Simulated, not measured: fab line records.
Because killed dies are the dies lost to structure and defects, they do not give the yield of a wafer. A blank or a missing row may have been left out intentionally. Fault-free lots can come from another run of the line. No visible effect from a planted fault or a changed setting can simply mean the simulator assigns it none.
fab line records -- flow nand-harc
[record] lots = 6, wafers = 18, last-day = 33
route steps=1302 shown A_STAIRCASE@732 END@1302
lots that met no fault: taken from a fault-free run of the same line
start-h: hours from the record's opening day to when the first of the lot's shown wafers began -- wait-h: hours since the lot's step before -- " identical to the entry in the row above -- L1.1+2: one row covering several wafers at once -- - value missing, or start not given -- * or withheld: withheld -- < > ~ a bound
route shown NAME@n: a module of which the file shows steps, and the number in the route of the first -- usual: mean and standard deviation over wafers with no fault -- same: alike in all rows -- chamber/n: place in a boat -- sites: each site's reading -- _std_site: their standard deviation -- _edge_site: mean of outer sites minus mean of inner sites -- radius-mm: how far each site lies from the wafer's centre -- mask NAME#n: copy n -- behind: tool/chamber where the wafer was last shaped -- hold: why the lot was held/for how many hours/how that ended -- device: the n, p or np transistor that did not switch -- end of line: the same wafers' tests at the end of the route -- a step without rows: its recipe alone -- killed: the dies lost at the first sort to structure and to defects; this is not the yield of the wafer -- map: a wafer's dies, x killed, . not, _ none there
set.NAME: the setting that was run; set.NAME@STEP: the one run at that earlier step -- model.NAME: the simulator's own value behind a step, which no gauge read
lots at selected steps of the route; one table per step, one row per wafer
services: from which hour (start-h, from the record's first day; less than 0 if before it) a tool's chamber was out of use, for how many hours, and why
[[steps]]
[step NHARC_A_STAIRCASE_HARDBAKE_218]
[recipe] temp-c = 120, time-s = 140
[step NHARC_A_STAIRCASE_DESCUM_219]
[recipe] time-s = 3, o2-flow-sccm = 200, ar-flow-sccm = 0, bias-power-w = 0, chemistry = O2
[usual] drypump-motor-current-A = 5.7/0.4, oes-product-au = 1.007/0.012, rf-vpp-V = 57.9/0.96, showerhead-plenum-p-Torr = 1.95/0.091, throttle-valve-pct = 11.311/0.0087
lot.wafer,tool,chamber,start-h,wait-h,drypump-motor-current-A,oes-product-au,rf-hours-counter-h,rf-vpp-V,showerhead-plenum-p-Torr,throttle-valve-pct
L158.1,rie-diel-10,0,368.05,-,5.4,1.022,40,58.7,2.06,11.316
L158.2,rie-diel-10,1,368.05,-,5.8,1.027,41,58.7,1.93,11.312
L158.6,rie-diel-10,3,368.05,-,5.9,0.992,-,58.7,1.98,11.300
L159.2,rie-diel-01,0,371.99,-,4.7,0.991,52,58.1,1.92,11.311
L159.1,rie-diel-01,1,371.99,-,6.1,1.024,53,57.3,1.88,11.304
L159.5,rie-diel-01,1,371.99,-,6.1,1.023,-,57.1,1.88,11.322
L173.3,rie-diel-01,1,506.06,-,6.1,0.994,38,56.2,1.87,11.312
L173.1,rie-diel-01,3,506.06,-,5.6,0.999,42,58.7,2.03,11.310
L173.2,rie-diel-01,0,506.06,-,4.7,1.015,36,55.9,1.91,11.322
L172.1,rie-diel-10,1,508.19,-,5.7,1.032,18,56.1,1.91,11.311
L172.4,rie-diel-10,2,508.19,-,5.4,1.014,20,57.7,2.07,11.308
L172.5,rie-diel-10,0,508.19,-,5.5,0.997,-,58.6,2.05,11.315
L179.3,rie-diel-01,1,573.21,-,6.1,1.013,2,55.9,1.87,11.317
L179.5,rie-diel-01,1,573.21,-,6.1,1.021,-,56.8,1.87,11.327
L179.6,rie-diel-01,2,573.21,-,5.9,0.986,-,59.0,2.04,11.321
L180.1,rie-diel-02,0,584.25,-,6.1,1.006,1,58.2,1.84,11.303
L180.3,rie-diel-02,1,584.25,-,6.2,0.993,1,57.8,1.90,11.307
L180.5,rie-diel-02,3,584.25,-,5.5,0.988,-,57.6,2.04,11.312
[step NHARC_A_STAIRCASE_TRIM_220]
[recipe] time-s = 211.2, o2-flow-sccm = 500, ar-flow-sccm = 0, bias-w = 0, chemistry = O2
[usual] drypump-motor-current-A = 5.7/0.41, oes-product-au = 1.008/0.012, rf-vpp-V = 57.8/0.88, showerhead-plenum-p-Torr = 3.59/0.16, throttle-valve-pct = 17.037/0.0086
lot.wafer,tool,chamber,start-h,wait-h,drypump-motor-current-A,oes-product-au,rf-hours-counter-h,rf-vpp-V,showerhead-plenum-p-Torr,throttle-valve-pct
L158.1,rie-diel-10,0,368.14,0.1,5.5,1.031,40,58.7,3.78,17.033
L158.2,rie-diel-10,1,368.14,0.1,5.8,1.025,41,58.2,3.55,17.037
L158.6,rie-diel-10,0,368.14,0.1,5.5,1.019,-,59.3,3.78,17.036
L159.1,rie-diel-01,3,372.07,0.1,5.7,1.014,48,57.1,3.76,17.053
L159.2,rie-diel-01,0,372.07,0.1,4.8,1.003,52,57.9,3.54,17.040
L159.5,rie-diel-01,3,372.07,0.1,5.7,1.021,-,58.5,3.75,17.029
L173.2,rie-diel-01,0,506.15,0.1,4.7,1.023,36,57.3,3.51,17.051
L173.3,rie-diel-01,1,506.15,0.1,6.1,1.016,38,59.0,3.46,17.011
L173.1,rie-diel-01,2,506.15,0.1,5.9,1.008,42,57.0,3.75,17.039
L172.1,rie-diel-10,1,508.27,0.1,5.7,1.038,18,59.6,3.53,17.038
L172.4,rie-diel-10,2,508.27,0.1,5.4,1.031,20,57.7,3.80,17.060
L172.5,rie-diel-10,1,508.27,0.1,5.8,1.038,-,57.8,3.53,17.044
L179.3,rie-diel-01,2,573.33,0.1,5.9,0.991,4,58.3,3.74,17.025
L179.6,rie-diel-01,0,573.33,0.1,4.7,1.003,-,59.6,3.51,17.034
L179.5,rie-diel-01,1,573.33,0.1,6.1,1.011,-,58.7,3.45,17.051
L180.1,rie-diel-02,2,584.33,0.1,6.1,1.032,1,56.3,3.31,17.046
L180.3,rie-diel-02,3,584.33,0.1,5.5,0.997,1,58.3,3.75,17.031
L180.5,rie-diel-02,2,584.33,0.1,6.1,1.011,-,57.4,3.31,17.037
[step NHARC_A_STAIRCASE_ETCH_221]
[recipe] target-depth-a = 1000, time-s = 40.5, ion-energy-ev = 400, c4f8-flow-sccm = 20, o2-flow-sccm = 10, ar-flow-sccm = withheld, rf-w = 600, bias-w = 1000, chemistry = C4F8/O2
[step NHARC_A_STAIRCASE_TRIM_222]
[recipe] time-s = 211.2, o2-flow-sccm = 500, ar-flow-sccm = 0, bias-w = 0, chemistry = O2
[step NHARC_A_STAIRCASE_ETCH_223]
[recipe] target-depth-a = 1000, time-s = 40.5, ion-energy-ev = 400, c4f8-flow-sccm = 20, o2-flow-sccm = 10, ar-flow-sccm = withheld, rf-w = 600, bias-w = 1000, chemistry = C4F8/O2
[usual] oes-product-au = 0.946/0.013, rf-fwd-power-W = 592/3.3, rf-vpp-V = 898/5.6
lot.wafer,tool,chamber,start-h,wait-h,oes-product-au,rf-fwd-power-W,rf-hours-counter-h,rf-vpp-V
L158.1,rie-diel-10,1,-,-,0.961,598,42,898
L158.2,rie-diel-10,3,-,-,0.922,594,35,901
L158.6,rie-diel-10,2,-,-,0.935,596,-,887
L159.1,rie-diel-01,1,-,-,0.963,589,54,895
L159.2,rie-diel-01,3,-,-,0.964,589,48,905
L159.5,rie-diel-01,2,-,-,0.943,595,-,904
L173.2,rie-diel-01,0,-,-,0.967,595,36,896
L173.1,rie-diel-01,1,-,-,0.944,591,38,893
L173.3,rie-diel-01,3,-,-,0.958,586,42,904
L172.1,rie-diel-10,1,-,-,0.958,595,18,896
L172.4,rie-diel-10,2,-,-,0.943,597,20,905
L172.5,rie-diel-10,0,-,-,0.937,593,-,903
L179.3,rie-diel-01,3,-,-,0.937,589,4,902
L179.6,rie-diel-01,0,-,-,0.933,594,-,896
L179.5,rie-diel-01,1,-,-,0.944,587,-,892
L180.1,rie-diel-02,1,-,-,0.947,591,1,897
L180.3,rie-diel-02,2,-,-,0.956,589,1,888
L180.5,rie-diel-02,0,-,-,0.948,588,-,890
[step NHARC_A_STAIRCASE_TRIM_224]
[recipe] time-s = 211.2, o2-flow-sccm = 500, ar-flow-sccm = 0, bias-w = 0, chemistry = O2
[step NHARC_A_STAIRCASE_ETCH_225]
[recipe] target-depth-a = 1000, time-s = 40.5, ion-energy-ev = 400, c4f8-flow-sccm = 20, o2-flow-sccm = 10, ar-flow-sccm = withheld, rf-w = 600, bias-w = 1000, chemistry = C4F8/O2
[step NHARC_A_STAIRCASE_TRIM_226]
[recipe] time-s = 211.2, o2-flow-sccm = 500, ar-flow-sccm = 0, bias-w = 0, chemistry = O2
[step NHARC_A_STAIRCASE_ETCH_227]
[recipe] target-depth-a = 1000, time-s = 40.5, ion-energy-ev = 400, c4f8-flow-sccm = 20, o2-flow-sccm = 10, ar-flow-sccm = withheld, rf-w = 600, bias-w = 1000, chemistry = C4F8/O2
[step NHARC_A_STAIRCASE_TRIM_229]
[recipe] time-s = 211.2, o2-flow-sccm = 500, ar-flow-sccm = 0, bias-w = 0, chemistry = O2
[usual] drypump-motor-current-A = 5.7/0.42, oes-product-au = 1.006/0.012, rf-vpp-V = 57.8/0.86, showerhead-plenum-p-Torr = 3.58/0.16, throttle-valve-pct = 17.037/0.0087
lot.wafer,tool,chamber,start-h,wait-h,drypump-motor-current-A,oes-product-au,rf-hours-counter-h,rf-vpp-V,showerhead-plenum-p-Torr,throttle-valve-pct
L158.2,rie-diel-01,2,370.23,0.1,5.9,0.991,56,57.8,3.78,17.050
L158.1,rie-diel-01,1,370.23,0.1,6.1,1.022,53,57.3,3.48,17.036
L158.6,rie-diel-01,3,370.23,0.1,5.6,1.009,-,58.2,3.75,17.031
L159.2,rie-diel-10,1,373.10,0.1,5.8,1.023,43,59.2,3.55,17.028
L159.1,rie-diel-10,2,373.10,0.1,5.4,1.003,30,56.8,3.29,17.042
L159.5,rie-diel-10,3,373.10,0.1,6.0,0.998,-,57.9,3.65,17.025
L173.1,rie-diel-01,2,507.17,0.1,5.8,0.989,42,58.6,3.75,17.057
L173.3,rie-diel-01,3,507.17,0.1,5.7,0.988,42,57.5,3.73,17.033
L173.2,rie-diel-01,0,507.17,0.1,4.7,1.013,37,57.1,3.51,17.038
L172.1,rie-diel-01,0,509.29,0.1,4.7,1.023,37,56.9,3.51,17.050
L172.4,rie-diel-01,3,509.29,0.1,5.7,1.011,43,57.5,3.73,17.026
L172.5,rie-diel-01,0,509.29,0.1,4.7,1.010,-,56.5,3.51,17.036
L179.3,rie-diel-10,1,574.45,0.1,5.8,1.014,38,58.2,3.52,17.022
L179.5,rie-diel-10,0,574.45,0.1,5.5,1.009,-,59.3,3.75,17.031
L179.6,rie-diel-10,1,574.45,0.1,5.8,1.021,-,58.8,3.52,17.048
L180.1,rie-diel-02,3,585.37,0.1,5.5,1.003,1,59.2,3.75,17.053
L180.3,rie-diel-02,1,585.37,0.1,6.2,1.001,1,57.3,3.51,17.034
L180.5,rie-diel-02,3,585.37,0.1,5.5,0.998,-,58.2,3.75,17.036
[step NHARC_A_STAIRCASE_ETCH_230]
[recipe] target-depth-a = 1000, time-s = 40.5, ion-energy-ev = 400, c4f8-flow-sccm = 20, o2-flow-sccm = 10, ar-flow-sccm = withheld, rf-w = 600, bias-w = 1000, chemistry = C4F8/O2
[usual] oes-product-au = 0.955/0.018, rf-fwd-power-W = 592/3.4, rf-vpp-V = 898/5.6
lot.wafer,tool,chamber,start-h,wait-h,oes-product-au,rf-fwd-power-W,rf-hours-counter-h,rf-vpp-V
L158.2,rie-diel-01,2,370.68,-,0.918,596,56,905
L158.1,rie-diel-01,3,370.68,-,0.949,588,47,903
L158.6,rie-diel-01,3,370.68,-,0.945,590,-,903
L159.1,rie-diel-10,2,373.34,-,0.962,593,30,887
L159.2,rie-diel-10,3,373.34,-,0.952,591,36,901
L159.5,rie-diel-10,2,373.34,-,0.962,593,-,886
L173.3,rie-diel-01,0,507.37,-,1.203,832,37,898
L173.2,rie-diel-01,1,507.37,-,1.188,828,38,893
L173.1,rie-diel-01,2,507.37,-,1.155,835,43,904
L172.4,rie-diel-01,3,509.48,-,1.232,824,43,901
L172.1,rie-diel-01,1,509.48,-,1.204,829,39,895
L172.5,rie-diel-01,0,509.48,-,1.220,836,-,895
L179.3,rie-diel-10,2,574.63,-,0.973,595,42,904
L179.5,rie-diel-10,3,574.63,-,0.951,594,-,899
L179.6,rie-diel-10,0,574.63,-,0.963,591,-,905
L180.1,rie-diel-02,0,585.55,-,0.948,586,1,891
L180.3,rie-diel-02,2,585.55,-,0.951,591,1,889
L180.5,rie-diel-02,0,585.55,-,0.959,587,-,894
[step NHARC_A_STAIRCASE_TRIM_231]
[recipe] time-s = 211.2, o2-flow-sccm = 500, ar-flow-sccm = 0, bias-w = 0, chemistry = O2
[usual] drypump-motor-current-A = 5.8/0.41, oes-product-au = 1.007/0.013, rf-vpp-V = 57.9/0.81, showerhead-plenum-p-Torr = 3.58/0.16, throttle-valve-pct = 17.037/0.0089
lot.wafer,tool,chamber,start-h,wait-h,drypump-motor-current-A,oes-product-au,rf-hours-counter-h,rf-vpp-V,showerhead-plenum-p-Torr,throttle-valve-pct
L158.2,rie-diel-01,2,-,-,5.9,0.981,56,58.1,3.78,17.046
L158.1,rie-diel-01,3,-,-,5.6,1.009,47,59.5,3.75,17.044
L158.6,rie-diel-01,0,-,-,4.8,0.997,-,57.6,3.54,17.034
L159.1,rie-diel-10,1,-,-,5.8,1.044,43,57.5,3.55,17.046
L159.2,rie-diel-10,2,-,-,5.4,1.001,30,56.6,3.29,17.036
L159.5,rie-diel-10,2,-,-,5.4,1.005,-,57.8,3.29,17.035
L173.2,rie-diel-01,1,-,-,6.1,0.996,38,57.7,3.46,17.035
L173.1,rie-diel-01,3,-,-,5.7,1.000,43,58.6,3.73,17.040
L173.3,rie-diel-01,0,-,-,4.7,1.017,37,58.1,3.51,17.028
L172.4,rie-diel-01,2,-,-,5.9,1.001,43,58.4,3.75,17.025
L172.1,rie-diel-01,0,-,-,4.8,1.022,37,58.6,3.51,17.022
L172.5,rie-diel-01,3,-,-,5.7,1.004,-,57.9,3.73,17.036
L179.3,rie-diel-10,2,-,-,5.4,1.019,42,58.8,3.78,17.041
L179.5,rie-diel-10,2,-,-,5.4,1.013,-,57.6,3.78,17.053
L179.6,rie-diel-10,3,-,-,5.9,0.994,-,58.3,3.61,17.027
L180.3,rie-diel-02,1,-,-,6.3,0.997,1,57.6,3.51,17.024
L180.1,rie-diel-02,2,-,-,6.1,1.021,1,56.5,3.31,17.058
L180.5,rie-diel-02,0,-,-,6.1,1.001,-,58.1,3.41,17.039
[step NHARC_END_SORT_01]
[recipe] temp-c = 25
[usual] killed-at-array = 58/22, killed-at-other = 1.0/1.3, killed-at-periphery = 5/3.4, killed-dies = 64/22, killed-open = 3.6/1.8, killed-short = 2.4/1.7
[same] gross-dies = 677
lot.wafer,tool,chamber,start-h,wait-h,hold,killed-at-array,killed-at-other,killed-at-periphery,killed-dies,killed-open,killed-short
L158.1,prober-01,0,569.54,2.5,-,71,0,6,77,3,3
L158.2,prober-01,0,570.33,2.8,-,62,0,2,64,6,3
L158.6,prober-01,0,573.48,3.9,-,61,1,0,62,4,2
L159.1,prober-02,0,574.02,2.5,-,45,0,10,55,0,1
L159.2,prober-02,0,574.82,2.8,-,54,1,8,63,4,5
L159.5,prober-02,0,577.20,3.7,-,49,0,8,57,4,2
L172.1,prober-01,0,702.63,2.5,await-dispo/4.8h/scrap,673,0,4,677,3,5
L172.4,prober-01,0,705.06,3.4,await-dispo/4.8h/scrap,673,1,3,677,3,2
L172.5,prober-01,0,705.87,3.7,await-dispo/4.8h/scrap,676,0,1,677,6,3
L173.1,prober-02,0,702.73,2.5,await-dispo/6.9h/scrap,668,4,5,677,3,3
L173.2,prober-02,0,703.54,2.8,await-dispo/6.9h/scrap,672,0,5,677,3,0
L173.3,prober-02,0,704.35,3.1,await-dispo/6.9h/scrap,670,3,4,677,4,4
L179.3,prober-02,0,773.45,3.1,-,23,0,6,29,2,3
L179.5,prober-02,0,775.04,3.7,-,23,0,9,32,4,0
L179.6,prober-02,0,775.84,4.0,-,29,0,3,32,5,4
L180.1,prober-01,0,779.07,2.5,-,81,0,8,89,4,3
L180.3,prober-01,0,780.69,3.1,-,66,0,10,76,4,1
L180.5,prober-01,0,782.31,3.7,-,44,1,11,56,1,0
// killed by level:class
L158.1 A_CHANNEL_HOLE_D2:chamber-film-flake=29 A_SLIT:chamber-film-flake=26 A_WL_FILL:chamber-film-flake=4 A_CONTACT:chamber-film-flake=4 P_GATE:chamber-film-flake=3 P_BONDPAD:chamber-film-flake=3 A_ONON_D1:geometric-particle:short=1 A_CHANNEL_FILL_D1:geometric-particle:short=1
L158.2 A_CHANNEL_HOLE_D2:chamber-film-flake=31 A_SLIT:chamber-film-flake=20 A_CONTACT:chamber-film-flake=3 A_CHANNEL_FILL_D1:geometric-particle:open=2 A_BLC:geometric-particle:open=2 P_CONTACT:geometric-particle:open=1 P_M0:geometric-particle:short=1 A_CHANNEL_HOLE_D1:geometric-particle:open=1
L158.6 A_CHANNEL_HOLE_D2:chamber-film-flake=33 A_SLIT:chamber-film-flake=19 A_CONTACT:chamber-film-flake=2 A_CHANNEL_FILL_D1:geometric-particle:open=1 A_CHANNEL_FILL_D2:geometric-particle:open=1 A_WL_FILL:geometric-particle:open=1 A_WL_FILL:geometric-particle:short=1 A_M0:geometric-particle:open=1
L159.1 A_CHANNEL_HOLE_D1:chamber-film-flake=28 A_CHANNEL_HOLE_D2:chamber-film-flake=7 A_CONTACT:chamber-film-flake=5 P_ZERO_WELL:chamber-film-flake=4 P_CONTACT:chamber-film-flake=4 P_BONDPAD:chamber-film-flake=2 A_STAIRCASE:chamber-film-flake=2 A_CHANNEL_FILL_D2:geometric-particle:short=1
L159.2 A_CHANNEL_HOLE_D1:chamber-film-flake=34 A_CHANNEL_HOLE_D2:chamber-film-flake=5 A_CONTACT:chamber-film-flake=4 P_BONDPAD:chamber-film-flake=3 P_CONTACT:chamber-film-flake=2 A_STAIRCASE:chamber-film-flake=2 P_CONTACT:geometric-particle:open=1 P_M2:geometric-particle:open=1
L159.5 A_CHANNEL_HOLE_D1:chamber-film-flake=34 A_CHANNEL_HOLE_D2:chamber-film-flake=4 P_STI:chamber-film-flake=3 A_CHANNEL_FILL_D2:geometric-particle:open=2 P_ZERO_WELL:chamber-film-flake=2 P_BONDPAD:chamber-film-flake=2 A_STAIRCASE:chamber-film-flake=2 A_CONTACT:chamber-film-flake=2
L172.1 A_STAIRCASE:area-etch=631 A_CHANNEL_HOLE_D2:chamber-film-flake=11 A_CHANNEL_HOLE_D1:chamber-film-flake=10 A_SLIT:chamber-film-flake=6 P_M2:chamber-film-flake=3 A_STAIRCASE:chamber-film-flake=3 A_CONTACT:chamber-film-flake=3 A_ONON_D1:geometric-particle:short=2
L173.1 A_STAIRCASE:area-etch=596 A_CHANNEL_HOLE_D1:chamber-film-flake=33 A_SLIT:chamber-film-flake=25 A_CONTACT:chamber-film-flake=8 THIN_TSV:chamber-film-flake=4 P_M2:chamber-film-flake=2 P_M2:geometric-particle:open=1 A_ONON_D2:geometric-particle:open=1
L173.2 A_STAIRCASE:area-etch=590 A_SLIT:chamber-film-flake=36 A_CHANNEL_HOLE_D1:chamber-film-flake=35 A_CONTACT:chamber-film-flake=7 P_CONTACT:geometric-particle:open=2 P_M2:chamber-film-flake=2 A_STAIRCASE:chamber-film-flake=2 A_M1:geometric-particle:open=1
L173.3 A_STAIRCASE:area-etch=582 A_CHANNEL_HOLE_D1:chamber-film-flake=36 A_SLIT:chamber-film-flake=33 A_CONTACT:chamber-film-flake=5 A_STAIRCASE:chamber-film-flake=3 THIN_TSV:chamber-film-flake=3 P_M2:chamber-film-flake=2 A_DECK1_JOINT:chamber-film-flake=2
L172.4 A_STAIRCASE:area-etch=625 A_CHANNEL_HOLE_D2:chamber-film-flake=26 A_CHANNEL_HOLE_D1:chamber-film-flake=7 A_SLIT:chamber-film-flake=4 P_M2:chamber-film-flake=3 A_STAIRCASE:chamber-film-flake=3 A_CHANNEL_FILL_D2:chamber-film-flake=2 A_ONON_D1:geometric-particle:open=1
L172.5 A_STAIRCASE:area-etch=637 A_CHANNEL_HOLE_D2:chamber-film-flake=19 A_CHANNEL_HOLE_D1:chamber-film-flake=5 A_WL_FILL:geometric-particle:short=2 A_CHANNEL_FILL_D2:chamber-film-flake=2 A_STAIRCASE:chamber-film-flake=2 A_SLIT:chamber-film-flake=2 P_CONTACT:geometric-particle:open=1
L179.3 A_SLIT:chamber-film-flake=6 P_GATE:chamber-film-flake=4 A_CHANNEL_HOLE_D1:chamber-film-flake=4 A_STAIRCASE:chamber-film-flake=3 A_M1:chamber-film-flake=3 A_CHANNEL_FILL_D2:geometric-particle:short=2 P_GATE:geometric-particle:open=1 P_M1:geometric-particle:open=1
L179.5 A_SLIT:chamber-film-flake=9 P_GATE:chamber-film-flake=6 A_STAIRCASE:chamber-film-flake=4 A_CHANNEL_HOLE_D1:unspecified=3 A_DECK1_JOINT:chamber-film-flake=2 P_CONTACT:geometric-particle:open=1 P_M0:geometric-particle:open=1 P_M2:geometric-particle:open=1
L179.6 A_SLIT:chamber-film-flake=7 A_CONTACT:chamber-film-flake=7 P_GATE:chamber-film-flake=3 A_DECK1_JOINT:geometric-particle:open=2 A_ONON_D2:geometric-particle:open=2 A_CHANNEL_HOLE_D2:chamber-film-flake=2 A_ONON_D2:geometric-particle:short=1 A_CHANNEL_FILL_D2:geometric-particle:short=1
L180.1 A_SLIT:chamber-film-flake=36 A_CHANNEL_HOLE_D2:chamber-film-flake=32 P_CONTACT:chamber-film-flake=6 A_STAIRCASE:chamber-film-flake=3 A_ONON_D2:geometric-particle:short=2 A_SOURCE_PLATE:geometric-particle:open=1 A_ONON_D2:geometric-particle:open=1 A_SGD_CUT:geometric-particle:short=1
L180.3 A_CHANNEL_HOLE_D2:chamber-film-flake=27 A_SLIT:chamber-film-flake=27 P_CONTACT:chamber-film-flake=3 P_STI:chamber-film-flake=3 P_GATE:chamber-film-flake=3 A_CHANNEL_FILL_D1:chamber-film-flake=2 A_STAIRCASE:chamber-film-flake=2 A_CONTACT:chamber-film-flake=2
L180.5 A_SLIT:chamber-film-flake=25 A_CHANNEL_HOLE_D2:chamber-film-flake=11 P_CONTACT:chamber-film-flake=4 P_STI:chamber-film-flake=3 P_GATE:chamber-film-flake=3 A_CHANNEL_HOLE_D1:chamber-film-flake=2 P_GATE:geometric-particle:open=1 A_ZERO_WELL:chamber-film-flake=1
// map L172.1 (x killed, . not)
____________x____________
_________xxxxxxx_________
_______xxxxxxxxxxx_______
______xxxxxxxxxxxxx______
_____xxxxxxxxxxxxxxx_____
____xxxxxxxxxxxxxxxxx____
____xxxxxxxxxxxxxxxxx____
___xxxxxxxxxxxxxxxxxxx___
___xxxxxxxxxxxxxxxxxxx___
__xxxxxxxxxxxxxxxxxxxxx__
__xxxxxxxxxxxxxxxxxxxxx__
_xxxxxxxxxxxxxxxxxxxxxxx_
_xxxxxxxxxxxxxxxxxxxxxxx_
_xxxxxxxxxxxxxxxxxxxxxxx_
_xxxxxxxxxxxxxxxxxxxxxxx_
_xxxxxxxxxxxxxxxxxxxxxxx_
xxxxxxxxxxxxxxxxxxxxxxxxx
xxxxxxxxxxxxxxxxxxxxxxxxx
xxxxxxxxxxxxxxxxxxxxxxxxx
xxxxxxxxxxxxxxxxxxxxxxxxx
xxxxxxxxxxxxxxxxxxxxxxxxx
_xxxxxxxxxxxxxxxxxxxxxxx_
_xxxxxxxxxxxxxxxxxxxxxxx_
_xxxxxxxxxxxxxxxxxxxxxxx_
_xxxxxxxxxxxxxxxxxxxxxxx_
_xxxxxxxxxxxxxxxxxxxxxxx_
__xxxxxxxxxxxxxxxxxxxxx__
__xxxxxxxxxxxxxxxxxxxxx__
___xxxxxxxxxxxxxxxxxxx___
___xxxxxxxxxxxxxxxxxxx___
____xxxxxxxxxxxxxxxxx____
____xxxxxxxxxxxxxxxxx____
_____xxxxxxxxxxxxxxx_____
______xxxxxxxxxxxxx______
_______xxxxxxxxxxx_______
_________xxxxxxx_________
____________x____________
// map L173.1 (x killed, . not)
____________x____________
_________xxxxxxx_________
_______xxxxxxxxxxx_______
______xxxxxxxxxxxxx______
_____xxxxxxxxxxxxxxx_____
____xxxxxxxxxxxxxxxxx____
____xxxxxxxxxxxxxxxxx____
___xxxxxxxxxxxxxxxxxxx___
___xxxxxxxxxxxxxxxxxxx___
__xxxxxxxxxxxxxxxxxxxxx__
__xxxxxxxxxxxxxxxxxxxxx__
_xxxxxxxxxxxxxxxxxxxxxxx_
_xxxxxxxxxxxxxxxxxxxxxxx_
_xxxxxxxxxxxxxxxxxxxxxxx_
_xxxxxxxxxxxxxxxxxxxxxxx_
_xxxxxxxxxxxxxxxxxxxxxxx_
xxxxxxxxxxxxxxxxxxxxxxxxx
xxxxxxxxxxxxxxxxxxxxxxxxx
xxxxxxxxxxxxxxxxxxxxxxxxx
xxxxxxxxxxxxxxxxxxxxxxxxx
xxxxxxxxxxxxxxxxxxxxxxxxx
_xxxxxxxxxxxxxxxxxxxxxxx_
_xxxxxxxxxxxxxxxxxxxxxxx_
_xxxxxxxxxxxxxxxxxxxxxxx_
_xxxxxxxxxxxxxxxxxxxxxxx_
_xxxxxxxxxxxxxxxxxxxxxxx_
__xxxxxxxxxxxxxxxxxxxxx__
__xxxxxxxxxxxxxxxxxxxxx__
___xxxxxxxxxxxxxxxxxxx___
___xxxxxxxxxxxxxxxxxxx___
____xxxxxxxxxxxxxxxxx____
____xxxxxxxxxxxxxxxxx____
_____xxxxxxxxxxxxxxx_____
______xxxxxxxxxxxxx______
_______xxxxxxxxxxx_______
_________xxxxxxx_________
____________x____________
[[services]]
tool,chamber,start-h,hours,kind
rie-diel-01,1,349.19,1.7,repair
rie-diel-10,-,351.67,2.7,repair
rie-diel-01,0,362.22,-,clean
rie-diel-01,1,362.22,-,clean
rie-diel-01,2,362.22,-,clean
rie-diel-01,3,362.22,-,clean
rie-diel-10,0,368.82,15.9,repair
rie-diel-01,-,380.96,9.0,pm
rie-diel-01,0,380.96,9.0,vent-cycle
rie-diel-01,1,380.96,9.0,vent-cycle
rie-diel-01,2,380.96,9.0,vent-cycle
rie-diel-01,3,380.96,9.0,vent-cycle
rie-diel-01,0,389.96,-,clean
rie-diel-02,-,393.71,9.0,pm
rie-diel-10,0,405.13,4.4,repair
rie-diel-10,-,422.96,9.0,pm
rie-diel-01,0,429.08,2.5,repair
rie-diel-10,1,463.91,12.3,repair
rie-diel-10,0,498.78,5.2,repair
rie-diel-02,0,511.33,1.3,repair
rie-diel-10,0,539.17,2.1,repair
rie-diel-02,1,551.20,4.7,repair
rie-diel-01,-,557.96,9.0,pm
rie-diel-02,-,570.74,9.0,pm
[[key]]
[first-sign] step = NHARC_A_STAIRCASE_ETCH_230, reading = rf-fwd-power-W, direction = up, sigmas = 71, usual = *, struck = *
[effect] step = NHARC_A_STAIRCASE_ETCH_230, reading = oes-product-au, direction = up, sigmas = 14, usual = 0.955, struck = 1.200
[effect] step = NHARC_END_SORT_01, reading = killed-at-array, direction = up, sigmas = 28, usual = 58, struck = 672
[more-kills-born-at] NHARC_A_STAIRCASE_ETCH_230@rie-diel-01 = 3661
met-at NHARC_A_STAIRCASE_ETCH_230
struck-wafers L172.1,L172.4,L172.5,L173.1,L173.2,L173.3
later-rows-left-out L172.1,L172.4,L172.5,L173.1,L173.2,L173.3
tester-left-out L172,L173
onset-between 370.68 507.37
[fault] kind = process-parameter-drift, tool = rie-diel-01, chamber = -, onset-h = 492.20, steps = NHARC_A_STAIRCASE_ETCH_230, channel = rf-w, offset = *, shape = step, end-h = 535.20, acts-in = *, stated = *
// tester-left-out: of these lots the tester's yield and bins aren't shown, on N5 and GAA mostly nor the transistor test; their killed dies are dies lost to structure and defects alone, not to doping, threshold or leakage, so they don't give the yield
// later-rows-left-out: the simulator's readings of these wafers behind a module that went badly wrong aren't trusted and aren't shown, but for the sort
